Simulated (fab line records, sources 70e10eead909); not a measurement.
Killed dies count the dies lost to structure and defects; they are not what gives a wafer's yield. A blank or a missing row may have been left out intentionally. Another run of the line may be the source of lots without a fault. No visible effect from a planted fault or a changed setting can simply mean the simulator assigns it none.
Shared-tool check -- flow nandHarc -- 6 wafers sampled across 2 lots

== WHAT PROMPTED THE OPENING ==
At NHARC_END_SORT_01 the reading killedAtPeriphery is flagged on 2 of 2 lots. Wafers without a fault read 2.9, standard deviation 2.2.
Rule: a lot is flagged in two cases, either no wafer of it has a number, or all its wafers with numbers fall more than 4 standard deviations from that mean. As for the other lots, they are considered sound.

lot,measured,on,"killedAtPeriphery, wafer by wafer",flag
L927,day 22 03:39,prober-02,663 659 662,FLAGGED
L930,day 22 12:19,prober-01,622 623 623,FLAGGED
The numbers of the flagged lots are 642.0 on average: +639.1 against the usual, or +99 or more standard deviations.

== EACH LOT AND THE TOOL IT RAN ON ==
3 process steps preceding the reading are held in the record, out of 1159 steps in the route. In each cell: the tool, then ch and the chambers that the sampled wafers went through, then the start.
lot,flag,NHARC_P_GATE_DEVELOP_45,NHARC_HYBRID_BOND_ACTIVATE_00,NHARC_THIN_TSV_DEGAS_49
L927,FLAGGED,"lithoTrack-05 ch 0, day 8 08:00",no row,no row
L930,FLAGGED,"lithoTrack-05 ch 0, day 8 16:00",no row,no row
What is done by these steps:
- NHARC_P_GATE_DEVELOP_45: time 70 s.
- NHARC_HYBRID_BOND_ACTIVATE_00: chemistry N2, time 60 s.
- NHARC_THIN_TSV_DEGAS_49: time 120 s.
- NHARC_END_SORT_01

== FLAGGED AGAINST TOTAL, ONE TOOL AT A TIME (gauges that did the reading follow at the end) ==
step,tool,lots run,flagged,share of the flagged lots,sound lots run after its first flagged lot
NHARC_P_GATE_DEVELOP_45,lithoTrack-05,2,2,all,0
NHARC_END_SORT_01,prober-01,1,1,some,0
NHARC_END_SORT_01,prober-02,1,1,some,0

== WHAT IS ALLOWED BY THE TABLE ==
In the table, 1 row covers all flagged lots: lithoTrack-05 at NHARC_P_GATE_DEVELOP_45.
- lithoTrack-05 at NHARC_P_GATE_DEVELOP_45: 2 of its 2 lots flagged. It ran no sound lot before its first flagged lot in this sample, so the start can't be narrowed down.
lithoTrack-05 at NHARC_P_GATE_DEVELOP_45 is the single tool remaining.

== WHAT HAD BEEN PUT IN BY THE SIMULATOR ==
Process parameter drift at NHARC_P_GATE_DEVELOP_45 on lithoTrack-05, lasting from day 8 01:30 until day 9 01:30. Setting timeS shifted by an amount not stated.
Shown lots that were struck: L927, L930. Same finding as the rule above.
